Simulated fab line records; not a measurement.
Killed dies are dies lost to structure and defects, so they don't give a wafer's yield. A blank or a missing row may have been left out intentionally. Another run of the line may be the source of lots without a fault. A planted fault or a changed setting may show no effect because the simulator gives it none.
fab line records    flow n5Finfet
record: lots: 5  wafers: 14  lastDay: 16
route steps=1938 shown BEOL_M10@1500 BEOL_M11@1536 BEOL_M15@1830 PASSIVATION@1936
lots that met no fault: taken from a fault-free run of the same line
startH: the number of hours between the record's first day and the start of the first shown wafer of the lot    waitH: hours elapsed since this lot's preceding step    " unchanged from the row above    L1.1+2: several wafers, shown together as one row    - value missing, or start not given    * or withheld: withheld    < > ~ a bound
route shown NAME@n: names a module that has steps shown in the file, with the first one's number in the route    usual: mean and standard deviation over wafers with no fault    same: alike in all rows    chamber/n: place in a boat    sites: each site's reading    _std_site: standard deviation of those values    _edge_site: inner sites' mean taken away from outer sites' mean    radiusMm: for every site, how far away it sits from the centre of the wafer    mask NAME#n: copy n    behind: the tool/chamber that last shaped the wafer    hold: why the lot was held/for how many hours/how that ended    device: whichever transistor did not switch (one of n, p or np)    end of line: the tests these same wafers got at the end of their route    where a step has no rows: the recipe by itself    killed: not the wafer's yield, but the dies lost to structure and defects at the first sort    map: dies across one wafer; x = killed, . = not, _ = none there
set.NAME: setting as actually run; set.NAME@STEP: the setting as run at that earlier step    model.NAME: the simulator's own value behind a step, which no gauge read
certain route steps with their lots: each step a table, each wafer a row
services: from which hour (startH, from the record's first day; less than 0 if before it) a tool's chamber was out of use, for how many hours, and why
== steps ==
step: N5_BEOL_M10_PEB_26
recipe: pebTempC: withheld  pebTimeS: 60  resist: CAR-ArF
step: N5_BEOL_M10_DEVELOP_27
recipe: developTimeS: 30  developer: TMAH  resist: CAR-ArF  rinseLiquid: diw  dry: airSpin  devTempC: 23
step: N5_BEOL_M10_DESCUM_33
recipe: chemistry: O2  timeS: 7.9  sourcePowerW: 50  biasPowerW: 20  pressureMtorr: 20  rfFrequencyHz: 2.712e+07  tempC: 40  resist: CAR-ArF  o2FlowSccm: 225
step: N5_BEOL_M10_ETCH_65
recipe: chemistry: CF4  target: SiARC  targetDepthA: 390  maskMaterial: CAR-ArF  timeS: 65  ionEnergyEv: 80  pressureMtorr: 40  sourceW: 545  biasW: 36  Ar_flow_sccm: 100  cf4FlowSccm: 100  ends: cleared
step: N5_BEOL_M10_ETCH_66
recipe: chemistry: N2/H2  target: SOC  targetDepthA: 1200  overetchA: 240  maskMaterial: SiARC  tempC: 40  timeS: 180  ionEnergyEv: 200  pressureMtorr: 30  sourceW: 840  biasW: 150  n2FlowSccm: 200  h2FlowSccm: 200
step: N5_BEOL_M10_STRIP_69
recipe: chemistry: N2/H2  tempC: 40  n2FlowSccm: 200  h2FlowSccm: 200  rfFrequencyHz: 6e+07
step: N5_BEOL_M10_VIA_ETCH_34
recipe: chemistry: C4F6/O2  target: SiCOH_lowk  targetDepthA: 1845  maskMaterial: SOC  taperDeg: 4  timeS: 69.2  ionEnergyEv: 250  pressureMtorr: 30  sourceW: 345  biasW: 185  Ar_flow_sccm: 300  C4F6_flow_sccm: 10  O2_flow_sccm: 10
step: N5_BEOL_M10_STRIP_73
recipe: chemistry: C4F6/O2  resist: SiARC  rfFrequencyHz: 6e+07
step: N5_BEOL_M10_STRIP_36
recipe: chemistry: N2/H2  powerW: 450  tempC: 40  pressureMtorr: 20  rfFrequencyHz: 6e+07  overashFraction: 0.3  biasPowerW: 7  h2Frac: 0.5  n2FlowSccm: 200  h2FlowSccm: 200
step: N5_BEOL_M10_TRENCH_ETCH_37
recipe: chemistry: C4F6/O2  targetDepthA: 1488.3  target: SiCOH_lowk  timeS: 48  ionEnergyEv: 250  pressureMtorr: 30  sourceW: 345  biasW: 185  Ar_flow_sccm: 300  C4F6_flow_sccm: 10  O2_flow_sccm: 10
usual: drypumpMotorCurrentA: 5.8/0.44  oesProductAu: 0.82/0.095  rfVppV: 658/17  runLengthS: 71.0/0.47  showerheadPlenumPTorr: 2.83/0.13  throttleValvePct: 20.79/0.18  timeS: 48/0
lot.wafer  tool        chamber  startH  waitH  drypumpMotorCurrentA  oesProductAu  rfHoursCounterH  rfVppV  runLengthS  showerheadPlenumPTorr  throttleValvePct  timeS  model.etch.depthNm  model.BEOL_M10.featureDepthNm  model.TiN_of_BEOL_M10_HM_DEP_02.thkNm
L814.3     rieDiel-05  3        294.70  -      5.6                   0.91          23               639     71.4        2.82                   21.03             48     148.7               148.8                          16
L814.4     "           1        "       "      6.1                   0.80          -                657     71.3        2.78                   20.76             48     149.6               149.6                          16.4
L814.6     "           3        "       "      5.6                   0.91          -                640     72.1        2.82                   21.02             48     148.4               148.4                          16
L820.2     rieDiel-04  0        332.48  -      5.7                   0.88          39               662     71.0        3.04                   20.69             48     146.8               146.8                          15.8
L820.3     "           3        "       "      5.3                   0.81          90               656     71.2        2.78                   20.68             48     150.2               150.2                          15.8
L820.4     "           1        "       "      5.3                   0.67          243              651     70.7        2.68                   20.51             48     142.8               142.8                          16
L822.2     rieDiel-06  3        336.50  -      6.5                   0.81          112              629     60.2        2.71                   20.67             33.6   106.9               107                            17.2
L822.3     "           1        "       "      6.0                   0.91          32               668     60.4        2.75                   20.80             33.6   108.5               108.4                          17.4
L822.5     "           3        "       "      6.5                   0.81          -                630     59.9        2.71                   20.69             33.6   107.5               107.6                          17.2
L825.2     rieDiel-04  3        371.25  -      5.4                   0.80          101              656     60.1        2.78                   20.70             33.6   103.4               103.4                          17
L825.3     "           0        "       "      5.7                   0.85          56               663     59.3        3.03                   20.72             33.6   101.7               101.8                          17.4
L825.6     "           3        "       "      5.4                   0.79          -                655     59.4        2.78                   20.70             33.6   103.4               103.4                          17.2
L826.4     rieDiel-05  1        383.56  -      6.0                   0.78          114              657     59.7        2.77                   20.79             33.6   103.5               103.6                          17.6
L826.5     "           2        "       "      5.1                   0.89          -                659     59.9        2.94                   20.62             33.6   101                 101                            17.8
step: N5_BEOL_M10_ETCH_41
recipe: chemistry: CH3F/O2  target: SiCN  targetDepthA: 426  taperDeg: 2  timeS: 86  ionEnergyEv: 120  maskMaterial: TiN  pressureMtorr: 30  sourceW: 395  biasW: 75  Ar_flow_sccm: 150  CH3F_flow_sccm: 30  O2_flow_sccm: 20
step: N5_BEOL_M10_STRIP_77
recipe: chemistry: N2/H2  timeS: 10  powerW: 450  tempC: 40  pressureMtorr: 20  rfFrequencyHz: 6e+07  biasPowerW: 7  n2FlowSccm: 200  h2FlowSccm: 200
step: N5_BEOL_M10_OCD_MEAS_38
usual: trenchDepthNm: 148/3.5
lot.wafer  tool    chamber  startH  waitH  trenchDepthNm
L814.3     ocd-01  -        294.88  -      149
L814.4     "       -        "       "      149
L814.6     "       -        "       "      148
L820.2     ocd-01  -        332.67  -      146
L820.3     "       -        "       "      150
L820.4     "       -        "       "      143
L822.2     ocd-01  -        336.68  -      107
L822.3     "       -        "       "      108
L822.5     "       -        "       "      107
L825.2     ocd-02  -        371.43  -      104
L825.3     "       -        "       "      102
L825.6     "       -        "       "      104
L826.4     ocd-02  -        383.74  -      104
L826.5     "       -        "       "      101
step: N5_BEOL_M10_HM_STRIP_39
recipe: chemistry: peroxideTinStrip  material: TiN  targetDepthA: 250  tempC: 50  timeS: 158
step: N5_BEOL_M10_SRD_40
recipe: timeS: 30  tempC: 23  rinseLiquid: diw  dry: ipaMarangoni
step: N5_BEOL_M10_PRECLEAN_42
recipe: chemistry: residueRemover  timeS: 60  tempC: 40
step: N5_BEOL_M10_SRD_43
recipe: timeS: 30  tempC: 23  rinseLiquid: diw  dry: ipaMarangoni
step: N5_BEOL_M10_CURE_72
recipe: tempC: 370  timeS: 120  ambient: DMADMS/He  material: SiCOH_lowk
step: N5_BEOL_M10_DEGAS_44
recipe: ambient: vacuum  tempC: 250  timeS: 60
step: N5_BEOL_M10_PRE_CLEAN_45
recipe: gas: H2/He  timeS: 30  tempC: 250
step: N5_BEOL_M10_ALD_74
recipe: material: TaN  targetThkA: 20  tempC: 275  aldPrecursorFamily: PDMAT  aldCoReactant: NH3  pressureTorr: 3  carrierFlowSccm: 1500  pulseTimeS: 2  purgeTimeS: 3  coReactantPurgeTimeS: 2  coReactantPulseTimeS: 3  aldCycles: 40  precursorVesselTempC: 75  precursorVesselPressureTorr: 26.25  precursorVesselCarrierSccm: 1000
step: N5_BEOL_M10_SURFACE_TREAT_76
recipe: gas: Ar  timeS: *  ionEnergyEv: *  ionCurrentMaCm2: 0.5  pressureMtorr: *  arFlowSccm: 30
step: N5_BEOL_M10_CVD_75
recipe: material: Co  targetThkA: 20  tempC: withheld  precursor: CCTBA/H2  pressureTorr: 30  timeS: 138.9
step: N5_BEOL_M10_SPUTTER_48
recipe: material: Cu  targetThkA: 120  tempC: -20  biasV: 60  powerW: 26000  chamberPressurePa: 0.13  timeS: 2
step: N5_BEOL_M10_ECD_50
recipe: material: Cu  targetThkA: 3180
step: N5_BEOL_M10_ANNEAL_51
recipe: tempC: 225  timeS: 90  ambient: N2
step: N5_BEOL_M10_CMP_52
recipe: stopOn: SiCOH_lowk  tOverpolishS: 7  downForcePsi: 1  platenRpm: 50  clearingPlatenDownForcePsi: 1.5  clearingPlatenRpm: 50  postCmpClean: cuAlkaline  targetThkNm: 140  clearingPlatenPadVelocityMS: 0.99484  padVelocityMS: 0.99484
usual: edgeZonePressureFrac: 1.000/0.0045  headPressurePsi: 0.9998/0.0023  motorCurrentA: 5.9/0.36
lot.wafer  tool    chamber  startH  waitH  edgeZonePressureFrac  headPressurePsi  motorCurrentA  model.Cu_of_BEOL_M10_ECD_50.thkNm
L814.3     cmp-04  0        298.51  0.2    0.996                 0.9969           6.4            141.2
L814.4     "       2        "       "      1.001                 1.0035           6.2            143
L814.6     "       1        "       "      0.998                 0.9975           6.0            141.8
L820.2     cmp-01  2        334.86  0.2    1.002                 1.0002           5.4            137.4
L820.4     "       0        "       "      1.008                 1.0028           5.4            135.4
L820.3     "       1        "       "      0.993                 1.0034           5.4            141.2
L822.3     cmp-04  2        340.15  0.2    1.006                 1.0009           5.9            101.4
L822.2     "       1        "       "      1.000                 0.9984           6.0            98.8
L822.5     "       2        "       "      0.995                 0.9988           6.0            100
L825.3     cmp-03  0        373.79  0.2    0.997                 1.0034           6.0            93.2
L825.2     "       1        "       "      1.004                 0.9977           5.8            94.2
L825.6     "       2        "       "      1.002                 0.9995           6.2            92.4
L826.4     cmp-04  3        386.25  0.2    0.993                 0.9943           5.9            96.6
L826.5     "       2        "       "      0.995                 1.0034           6.0            93
step: N5_BEOL_M10_THK_MEAS_53
recipe: thkMeasGauge: xrf  reads: Cu_of_BEOL_M10_ECD_50
usual: M10_THK: 142/4.3
lot.wafer  tool          chamber  startH  waitH  M10_THK[nm]
L814.3     filmMetro-01  -        298.81  -      143
L814.4     "             -        "       "      146
L814.6     "             -        "       "      145
L820.2     filmMetro-02  -        335.16  -      139
L820.3     "             -        "       "      143
L820.4     "             -        "       "      137
L822.2     filmMetro-01  -        340.45  -      100
L822.3     "             -        "       "      103
L822.5     "             -        "       "      102
L825.2     filmMetro-02  -        374.01  -      95
L825.3     "             -        "       "      94
L825.6     "             -        "       "      93
L826.4     filmMetro-01  -        386.47  -      97
L826.5     "             -        "       "      93
step: N5_BEOL_M10_PRE_CLEAN_55
recipe: gas: NH3  timeS: 15  tempC: withheld  rfPowerW: 300
step: N5_BEOL_M10_DEP_56
recipe: material: SiCN  targetThkA: 150  tempC: withheld  precursor: 3MS/NH3  pressureTorr: 3  rfW: 202  timeS: 26.5
step: N5_BEOL_M10_RS_MEAS_57
recipe: thkMeasGauge: four-point-probe  reads: Cu_of_BEOL_M10_ECD_50+Co_of_BEOL_M10_CVD_75+TaN_of_BEOL_M10_ALD_74
usual: M10_RS: 0.151/0.0049
lot.wafer  tool          chamber  startH  waitH  M10_RS[ohm/sq]
L814.3     filmMetro-02  -        298.94  0.1    0.150
L814.4     "             -        "       "      0.148
L814.6     "             -        "       "      0.149
L820.2     filmMetro-01  -        335.29  0.1    0.154
L820.3     "             -        "       "      0.149
L820.4     "             -        "       "      0.157
L822.2     filmMetro-02  -        340.58  0.1    0.224
L822.3     "             -        "       "      0.217
L822.5     "             -        "       "      0.220
L825.2     filmMetro-02  -        374.15  0.1    0.236
L825.3     "             -        "       "      0.239
L825.6     "             -        "       "      0.241
L826.4     filmMetro-02  -        386.61  0.0    0.229
L826.5     "             -        "       "      0.240
step: N5_BEOL_M11_ILD_DEP_00
recipe: material: SiCOH_lowk  targetThkA: 3085.1  tempC: 300  precursor: DEMS/porogen  pressureTorr: 5  rfW: 500  timeS: 58
step: N5_BEOL_M11_CURE_71
recipe: tempC: 385  timeS: 240  ambient: He/Ar  material: SiCOH_lowk
step: N5_BEOL_M11_PECVD_70
recipe: material: SiO2  targetThkA: 200  tempC: 400  precursor: TEOS/O2  pressureTorr: 5.5  rfW: 450  teosFlowSccm: 53.8  gas: O2  flowSccm: 3000  timeS: 22.7
step: N5_BEOL_M11_HM_DEP_02
recipe: material: TiN  targetThkA: 200  tempC: 25  chamberPressurePa: 0.49996
step: N5_BEOL_M11_COAT_59
recipe: resist: SOC  tempC: 250  timeS: 60  spinRpm: 1500  resistThkNm: 100
step: N5_BEOL_M15_RC_MEAS_101
usual: COMB_M11: 1.43e-11/2.9e-12  COMB_M12: 6.5e-12/1.3e-12  COMB_M13: 4.9e-12/1.1e-12  COMB_M14: 3.8e-12/6.9e-13  COMB_M15: 2.6e-12/6.2e-13  COMB_M5: 3.5e-11/7.7e-12  COMB_M5_max_site: 5e-11/1.2e-11  COMB_M6: 2.5e-11/4.4e-12  COMB_M7: 2.6e-11/5.1e-12  COMB_M8: 2.6e-11/5.2e-12  COMB_M8_max_site: 3.7e-11/8.1e-12  COMB_M9: 1.46e-11/2.8e-12  SERP_M10: 3.08/0.11  SERP_M10_max_site: 3.16/0.12  SERP_M11: 3.01/0.091  SERP_M12: 0.637/0.022  SERP_M13: 0.306/0.0061  SERP_M14: 0.160/0.0056  SERP_M5: 38.8/2.2  SERP_M6: 13.5/0.65  SERP_M7: 13.6/0.67  SERP_M8: 13.5/0.72  SERP_M9: 3.10/0.088  SERP_M9_max_site: 3.18/0.094
lot.wafer  tool       chamber  startH  waitH  COMB_M11[S/m]  COMB_M12[S/m]  COMB_M13[S/m]  COMB_M14[S/m]  COMB_M15[S/m]  COMB_M5[S/m]  COMB_M5_max_site[S/m]  COMB_M6[S/m]  COMB_M7[S/m]  COMB_M8[S/m]  COMB_M8_max_site[S/m]  COMB_M9[S/m]  SERP_M10[ohm/um]  SERP_M10_max_site[ohm/um]  SERP_M11[ohm/um]  SERP_M12[ohm/um]  SERP_M13[ohm/um]  SERP_M14[ohm/um]  SERP_M5[ohm/um]  SERP_M6[ohm/um]  SERP_M7[ohm/um]  SERP_M8[ohm/um]  SERP_M9[ohm/um]  SERP_M9_max_site[ohm/um]
L814.3     prober-01  0        332.65  0.3    1.76e-11       5.9e-12        4.8e-12        2.4e-12        2.2e-12        5.8e-11       6.3e-11                3.1e-11       2.8e-11       2.3e-11       3.2e-11                1.53e-11      3.11              3.18                       3.09              0.631             0.309             0.158             40.0             13.8             13.1             14.7             3.02             3.08
L814.4     "          0        "       "      9.8e-12        7e-12          4.3e-12        5e-12          2.4e-12        4.6e-11       6.1e-11                2e-11         4.5e-11       2.9e-11       4.7e-11                1.61e-11      3.05              3.12                       3.17              0.649             0.286             0.152             40.1             13.3             14.0             13.2             3.00             3.09
L814.6     "          0        "       "      1e-11          7.5e-12        3.6e-12        4.6e-12        2.4e-12        4.3e-11       5.9e-11                2.7e-11       2.5e-11       2.5e-11       4.2e-11                1.56e-11      3.07              3.21                       3.35              0.638             0.292             0.152             39.5             13.4             12.7             13.5             3.09             3.19
L820.2     prober-01  0        370.48  0.2    9.8e-12        6.6e-12        3.3e-12        2.9e-12        2.4e-12        3.8e-11       6.5e-11                2.2e-11       2e-11         1.9e-11       2.6e-11                1.47e-11      3.21              3.30                       2.95              0.629             0.301             0.168             38.1             14.6             13.7             13.0             3.09             3.14
L820.3     "          0        "       "      1.25e-11       5.1e-12        5.5e-12        4.6e-12        2.3e-12        5.1e-11       6.3e-11                2.2e-11       2.2e-11       2.3e-11       3.2e-11                1.41e-11      3.10              3.18                       2.92              0.617             0.318             0.156             37.1             14.1             13.1             13.8             3.04             3.13
L820.4     "          0        "       "      1.56e-11       6.8e-12        4.6e-12        2.8e-12        2.5e-12        4.4e-11       5.5e-11                2e-11         2.5e-11       2.2e-11       3.2e-11                1.56e-11      3.26              3.41                       2.94              0.622             0.307             0.168             38.9             14.4             12.0             14.9             2.94             3.02
L822.2     prober-02  0        379.70  0.2    1.23e-11       5.6e-12        5.2e-12        4.6e-12        2.2e-12        2.3e-11       3.3e-11                2.1e-11       3e-11         2.9e-11       3.5e-11                1.29e-11      4.40              4.58                       2.96              0.665             0.300             0.165             39.2             14.5             13.1             13.5             2.93             2.99
L822.3     "          0        "       "      1.2e-11        5e-12          5.1e-12        3.7e-12        4.1e-12        3.4e-11       4.4e-11                1.7e-11       3.2e-11       2.8e-11       3.5e-11                1.22e-11      4.37              4.57                       2.96              0.653             0.302             0.160             39.6             13.5             13.3             13.0             3.06             3.18
L822.5     "          0        "       "      1.58e-11       7.9e-12        5.3e-12        3.4e-12        3.8e-12        3.3e-11       5.3e-11                2.3e-11       2.4e-11       2.9e-11       5.7e-11                1.24e-11      4.52              4.65                       2.96              0.629             0.296             0.159             41.4             14.5             13.0             14.0             3.15             3.27
sites SERP_M10 radiusMm=0,75,75,75,75,140,140,140,140
L814.3 3.18 3.15 3.12 3.11 3.13 3.08 3.10 3.05 3.10
L820.2 3.19 3.21 3.21 3.30 3.25 3.16 3.20 3.22 3.16
L822.2 4.31 4.34 4.36 4.38 4.40 4.47 4.48 4.44 4.58
step: N5_PASSIVATION_PROBE_49
usual: defectLimitedYield: 91.1/1.5  killed_at_M0_to_M3: 37/11  killed_at_M4_up: 13/5.6  killedAtContacts: 12/5.6  killedAtFrontEnd: 39/11  killedAtOther: 4/3.1  killedDies: 105/18  killedOnRim: 14/3.8  killedOpen: 69/13  killedShort: 35/7.4  sort_bin_5_function: 5.1/0.92  sort_bin_6_memory: 3.4/0.76  sort_bin_8_speed: 0.02/0.11  sortNPass: 1075/18
same: grossDies: 1180  killedAtBackSide: 0  sort_bin_4_leakage[%]: 0
lot.wafer  tool       chamber  startH  waitH  defectLimitedYield[%]  killed_at_M0_to_M3  killed_at_M4_up  killedAtContacts  killedAtFrontEnd  killedAtOther  killedDies  killedOnRim  killedOpen  killedShort  sort_bin_5_function[%]  sort_bin_6_memory[%]  sort_bin_8_speed[%]  sortNPass
L814.3     prober-02  -        349.26  0.1    89.1                   46                  16               32                34                1              129         11           90          39           6.9                     3.8                   0                    1051
L814.4     prober-02  -        349.31  0.2    89.8                   70                  12               5                 27                6              120         19           75          45           5.4                     4.4                   0                    1060
L814.6     prober-02  -        349.41  0.3    91.9                   45                  10               7                 30                3              95          10           62          33           4.4                     3.2                   0                    1085
L822.2     prober-02  -        391.87  0.1    89.9                   47                  18               24                29                1              119         16           72          45           6.1                     3.6                   0.08                 1061
L822.3     prober-02  -        391.92  0.1    91.5                   29                  12               11                45                3              100         13           70          25           3.9                     3.8                   0.34                 1080
L822.5     prober-02  -        392.02  0.2    90.2                   48                  17               3                 44                4              116         12           78          37           5.5                     4.0                   0.08                 1064
L820.2     prober-02  -        395.22  0.1    92.8                   24                  10               6                 39                6              85          13           54          29           5.0                     2.0                   0                    1095
L820.3     prober-02  -        395.27  0.1    93.5                   18                  9                12                34                4              77          16           49          27           4.2                     1.9                   0                    1103
L820.4     prober-02  -        395.32  0.2    91.3                   18                  8                19                56                2              103         11           68          35           5.3                     3.1                   0                    1077
killed by level:class
L814.3 MOL_CONTACT_COAG:geometricParticle:open=26 FIN_SAQP:geometricParticle:open=15 BEOL_M0_SAQP:geometricParticle:short=12 BEOL_M0_SAQP:geometricParticle:open=10 BEOL_M3:geometricParticle:open=9 BEOL_M4:geometricParticle:open=9 FIN_SAQP:geometricParticle:short=7 MOL_CONTACT_COAG:geometricParticle:short=6
L814.4 BEOL_M0_SAQP:geometricParticle:open=20 BEOL_M0_SAQP:geometricParticle:short=19 BEOL_M1:geometricParticle:open=11 BEOL_M3:geometricParticle:open=11 FIN_SAQP:geometricParticle:short=5 GATE_CUT:geometricParticle:short=5 BEOL_M2:geometricParticle:open=5 DUMMY_GATE:geometricParticle:open=4
L814.6 BEOL_M0_SAQP:geometricParticle:open=12 BEOL_M0_SAQP:geometricParticle:short=12 BEOL_M1:geometricParticle:open=11 FIN_SAQP:geometricParticle:open=7 BEOL_M4:geometricParticle:open=7 FIN_SAQP:geometricParticle:short=5 MOL_CONTACT_COAG:geometricParticle:open=5 GATE_CUT:geometricParticle:open=4
L822.2 MOL_CONTACT_COAG:geometricParticle:open=23 BEOL_M0_SAQP:geometricParticle:short=10 BEOL_M3:geometricParticle:open=8 GATE_CUT:geometricParticle:short=7 BEOL_M2:geometricParticle:open=7 BEOL_M2:geometricParticle:short=6 BEOL_M4:geometricParticle:open=6 BEOL_M1:geometricParticle:open=5
L822.3 FIN_SAQP:geometricParticle:open=12 BEOL_M3:geometricParticle:open=12 MOL_CONTACT_COAG:geometricParticle:open=9 STI_FIN_REVEAL:geometricParticle:open=7 DUMMY_GATE:geometricParticle:open=5 GATE_CUT:geometricParticle:open=5 BEOL_M1:geometricParticle:open=4 BEOL_M10:areaEcd=4
L822.5 BEOL_M2:geometricParticle:open=13 FIN_SAQP:geometricParticle:open=10 BEOL_M4:geometricParticle:open=10 STI_FIN_REVEAL:geometricParticle:open=7 BEOL_M0_SAQP:geometricParticle:open=7 GATE_CUT:geometricParticle:short=6 BEOL_M1:geometricParticle:open=6 DUMMY_GATE:geometricParticle:open=5
L820.2 STI_FIN_REVEAL:geometricParticle:open=9 FIN_SAQP:geometricParticle:open=8 FIN_SAQP:geometricParticle:short=7 BEOL_M0_SAQP:geometricParticle:short=5 BEOL_M3:geometricParticle:open=5 GATE_CUT:geometricParticle:short=4 DUMMY_GATE:geometricParticle:open=4 MOL_CONTACT_COAG:geometricParticle:open=4
L820.3 MOL_CONTACT_COAG:geometricParticle:open=11 GATE_CUT:geometricParticle:short=7 FIN_SAQP:geometricParticle:open=6 FIN_SAQP:geometricParticle:short=6 DUMMY_GATE:geometricParticle:open=5 BEOL_M0_SAQP:geometricParticle:open=5 BEOL_M0:geometricParticle:open=4 BEOL_M1:geometricParticle:open=4
L820.4 MOL_CONTACT_COAG:geometricParticle:open=18 FIN_SAQP:geometricParticle:short=15 DUMMY_GATE:geometricParticle:open=13 FIN_SAQP:geometricParticle:open=7 BEOL_M0_SAQP:geometricParticle:short=7 STI_FIN_REVEAL:geometricParticle:open=5 GATE_CUT:geometricParticle:open=5 GATE_CUT:geometricParticle:short=3
== services ==
tool        chamber  startH  hours  kind
rieDiel-06  -        275.37  4.3    pm
cmp-04      -        277.06  6.8    pm
cmp-01      -        288.05  0.5    repair
rieDiel-05  2        290.45  -      clean
rieDiel-05  2        290.45  -      consumableReplace:focusRing
rieDiel-05  2        290.45  21.8   scheduledDown
rieDiel-05  2        290.45  21.8   ventCycle
rieDiel-06  2        294.86  13.9   repair
rieDiel-04  2        302.94  7.1    repair
rieDiel-04  2        310.68  4.4    repair
cmp-03      -        314.67  4.0    pm
cmp-03      -        318.67  -      consumableReplace:conditioner
cmp-03      -        337.53  6.3    repair
rieDiel-04  3        347.13  14.3   repair
rieDiel-06  3        352.68  16.5   repair
rieDiel-04  1        361.41  -      clean
rieDiel-04  1        361.41  -      consumableReplace:focusRing
rieDiel-04  1        361.41  -      consumableReplace:showerhead
rieDiel-04  1        361.41  23.5   scheduledDown
rieDiel-04  1        361.41  23.5   ventCycle
cmp-04      -        364.99  4.0    pm
cmp-04      -        368.99  -      consumableReplace:conditioner
cmp-04      -        368.99  -      consumableReplace:pad
cmp-04      -        377.16  0.9    repair
== key ==
firstSign: step: N5_BEOL_M10_TRENCH_ETCH_37  reading: timeS  direction: down  sigmas: 99+  usual: *  struck: *
effect: step: N5_BEOL_M10_TRENCH_ETCH_37  reading: runLengthS  direction: down  sigmas: 24  usual: *  struck: *
effect: step: N5_BEOL_M10_OCD_MEAS_38  reading: trenchDepthNm  direction: down  sigmas: 12  usual: 148  struck: 105
effect: step: N5_BEOL_M10_THK_MEAS_53  reading: M10_THK  direction: down  sigmas: 10  usual: 142  struck: 97
effect: step: N5_BEOL_M10_RS_MEAS_57  reading: M10_RS  direction: up  sigmas: 16  usual: 0.151  struck: 0.231
effect: step: N5_BEOL_M15_RC_MEAS_101  reading: SERP_M10  direction: up  sigmas: 12  usual: 3.08  struck: 4.43
modelEffect: step: N5_BEOL_M10_TRENCH_ETCH_37  value: etch.depthNm  without: 149.3  struck: 104.5
modelEffect: step: N5_BEOL_M10_CMP_52  value: Cu_of_BEOL_M10_ECD_50.thkNm  without: 141  struck: 96.2
metAt N5_BEOL_M10_TRENCH_ETCH_37
struckWafers L822.2,L822.3,L822.5,L825.2,L825.3,L825.6,L826.4,L826.5
rowsEnd L825.2,L825.3,L825.6,L826.4,L826.5
onsetBetween 332.48 336.50
fault: kind: recipeVersionSkew  tool: rieDiel-04,rieDiel-05,rieDiel-06  chamber: -  onsetH: 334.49  steps: N5_BEOL_M10_TRENCH_ETCH_37  wrongRecipe.timeS: *
rowsEnd: these wafers met a further fault down the route, and their rows from its step on are left out
